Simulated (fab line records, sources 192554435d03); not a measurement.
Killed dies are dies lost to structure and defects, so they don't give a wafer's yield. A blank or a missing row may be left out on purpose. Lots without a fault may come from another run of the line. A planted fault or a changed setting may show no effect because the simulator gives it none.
Chamber matching | flow n5_finfet | N5_BEOL_M15_CMP_49 on cmp-01: 4 sister chambers
The step polishes, stops on SiO2, t overpolish 4.9 s, target thk 850 nm. 8 wafers are shown with their chamber, then 11 later ones without.

WAFERS WITH THEIR CHAMBER
wafer  | chamber | motor_current_A (A) | barrier_field_endpoint_s (s)
L088.1 | 2       | 6.3                 | 11.9
L089.1 | 3       | 7.6                 | 11.4
L091.3 | 1       | 8.3                 | 11.8
L091.5 | 0       | 8.1                 | 11.6
L093.3 | 2       | 6.2                 | 11.5
L093.5 | 0       | 8.1                 | 10.9
L093.6 | 3       | 8.3                 | 11.3
L092.1 | 1       | 7.9                 | 11.7

WAFERS WITHOUT THEIR CHAMBER
wafer  | motor_current_A (A) | barrier_field_endpoint_s (s)
L092.2 | 8.1                 | 11.8
L092.5 | 7.9                 | 11.3
L094.2 | 8.0                 | 11.6
L094.3 | 8.2                 | 11.4
L094.6 | 8.2                 | 11.7
L095.2 | 7.9                 | 11.7
L095.5 | 8.3                 | 11.3
L095.6 | 7.7                 | 11.8
L096.4 | 7.7                 | 11.6
L096.5 | 7.7                 | 11.5
L096.6 | 6.0                 | 11.7

WHICH CHAMBER EACH WENT THROUGH
wafer  | from the rows above          | in truth
L092.2 | can't be placed: 1 or 3 or 0 | 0
L092.5 | can't be placed: 3 or 0 or 1 | 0
L094.2 | can't be placed: 1 or 3 or 0 | 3
L094.3 | can't be placed: 0 or 3 or 1 | 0
L094.6 | can't be placed: 1 or 3 or 0 | 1
L095.2 | can't be placed: 1 or 3 or 0 | 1
L095.5 | can't be placed: 0 or 3 or 1 | 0
L095.6 | can't be placed: 1 or 3 or 0 | 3
L096.4 | can't be placed: 3 or 1 or 0 | 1
L096.5 | can't be placed: 3 or 0 or 1 | 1
L096.6 | 2                            | 2
Placed correctly: 1 of 11. Can't be placed from these rows: 10 (the true chamber is among the candidates in 10). Placed wrongly: 0.
How it was worked out, from the rows above alone: a wafer's distance from a chamber is the root of the sum, over the readings, of the square of ((its reading less the chamber's mean) divided by the reading's scatter). The wafer belongs to the nearest chamber; if the next one is less than 2 further off, it can't be placed. A chamber's mean is the mean of its shown wafers. The scatter: the root of (the sum of the squares of (reading less its chamber's mean) over the shown wafers, divided by (wafers less chambers)).
